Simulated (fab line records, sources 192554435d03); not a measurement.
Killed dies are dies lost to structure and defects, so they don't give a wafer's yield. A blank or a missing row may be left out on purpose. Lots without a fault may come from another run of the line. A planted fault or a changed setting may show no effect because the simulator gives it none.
Split-lot experiment | flow n5_finfet | 7 lots, 21 wafers read, on a route of 1938 steps

THE SPLIT
At N5_SDB_COAT_04 (time 60 s, resist thk 18 nm), the setting spin_rpm was moved away from the recipe's 1500 rpm on 10 of the 21 wafers read, by -10.1% to +10.1%. The other wafers ran this setting at the recipe's value.

FROM THE SPLIT TO THE READING: what the file shows between them, 4 steps
- N5_SDB_COAT_05: resist thk 90 nm
- N5_SDB_EBR_07
- N5_SDB_DESCUM_16: chemistry O2, time 7.9 s
- N5_SDB_ETCH_17: etches SiARC in CF4, target depth 23.4 nm, time 39 s

THE READING
SiARC_of_SDB_COAT_04.thk_nm (the simulator's own value, which no gauge read), in nm, at N5_SDB_ETCH_18 (etches SOC in N2/H2, target depth 100 nm, overetch 20 nm, time 150 s). The file gives no usual value for it. The 11 wafers here that ran the recipe average 12.8 nm, standard deviation 0.11 nm.

wafer  | tool, chamber at the split | spin_rpm as run, rpm | against the recipe | SiARC_of_SDB_COAT_04.thk_nm, nm | against lot-mates on the recipe
L076.1 | litho_track-02, 0          | 1500                 | recipe             | 12.8                            | -
L076.6 | litho_track-02, 0          | 1500                 | recipe             | 12.8                            | -
L076.2 | litho_track-02, 0          | 1500                 | recipe             | 12.6                            | -
L078.1 | litho_track-04, 0          | 1651                 | +10.1%             | 12                              | -1.0
L078.4 | litho_track-04, 0          | 1651                 | +10.1%             | 11.8                            | -1.2
L078.5 | litho_track-04, 0          | 1500                 | recipe             | 13                              | -
L081.3 | litho_track-02, 0          | 1611                 | +7.4%              | 12                              | -0.6
L081.6 | litho_track-02, 0          | 1611                 | +7.4%              | 12                              | -0.6
L081.4 | litho_track-02, 0          | 1500                 | recipe             | 12.6                            | -
L084.1 | litho_track-02, 0          | 1349                 | -10.1%             | 13.6                            | +1.0
L084.4 | litho_track-02, 0          | 1349                 | -10.1%             | 13.4                            | +0.8
L084.6 | litho_track-02, 0          | 1500                 | recipe             | 12.6                            | -
L085.2 | litho_track-04, 0          | 1500                 | recipe             | 12.8                            | -
L085.5 | litho_track-04, 0          | 1500                 | recipe             | 12.8                            | -
L085.6 | litho_track-04, 0          | 1500                 | recipe             | 12.8                            | -
L088.1 | litho_track-02, 0          | 1500                 | recipe             | 12.8                            | -
L088.5 | litho_track-02, 0          | 1451                 | -3.3%              | 12.8                            | +0.0
L088.6 | litho_track-02, 0          | 1451                 | -3.3%              | 13                              | +0.2
L090.1 | litho_track-02, 0          | 1500                 | recipe             | 12.8                            | -
L090.2 | litho_track-02, 0          | 1441                 | -3.9%              | 13.2                            | +0.4
L090.5 | litho_track-02, 0          | 1441                 | -3.9%              | 13                              | +0.2

THE FIT
A straight line over all 21 wafers: SiARC_of_SDB_COAT_04.thk_nm changes by -0.0829 nm for each +1% of spin_rpm; r = -0.96; the points scatter about the line by 0.13 nm.
The same after taking each lot's own level away (the mean of its wafers on the recipe; 21 wafers): -0.0919 nm for each +1%; r = -0.98; scatter 0.11 nm.
On that fit, the largest move of spin_rpm shifts the reading by 0.93 nm.
The lots' own levels span 12.60 to 13.00 nm, that is 3.5 times the standard deviation above.
So the lot-to-lot level changes the slope little: the two slopes agree.
Check: with one of the wafers moved furthest among these (+10.1%) left out of the fit, the line predicts -0.951 nm for it against its lot-mates. It came out at -1 nm against them.

OTHER SPLITS ON THESE WAFERS
These wafers also went through other splits before the reading. Each is held against what the fit with the lots' levels taken away leaves over:
other split on the same wafers | wafers away from the commonest value | r with SiARC_of_SDB_COAT_04.thk_nm (lot level and that fit taken away)
N5_FIN_SAQP_PECVD_48 time_s    | 12                                   | +0.46
N5_FIN_SAQP_COAT_10 spin_rpm   | 7                                    | +0.06
N5_SD_EPI_N_EPI_21 time_s      | 10                                   | -0.27

THE WHOLE CHAIN: every reading that the file lists as answering this split, in the file's order
step           | what it does                                                         | reading                                                                      | change (the file's fit)                | r (the file's)
N5_SDB_COAT_04 | time 60 s, resist thk 18 nm                                          | SiARC_of_SDB_COAT_04.thk_nm (the simulator's own value, which no gauge read) | -0.0945 nm for each +1% of the setting | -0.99
N5_SDB_ETCH_17 | etches SiARC in CF4, target depth 23.4 nm, time 39 s                 | etch.depth_nm (the simulator's own value, which no gauge read)               | -0.0912 nm for each +1% of the setting | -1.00
N5_SDB_ETCH_18 | etches SOC in N2/H2, target depth 100 nm, overetch 20 nm, time 150 s | SiARC_of_SDB_COAT_04.thk_nm (the simulator's own value, which no gauge read) | -0.092 nm for each +1% of the setting  | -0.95

THE FILE'S OWN FIT
SiARC_of_SDB_COAT_04.thk_nm changes by -0.092 nm for each +1% of spin_rpm, r = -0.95.
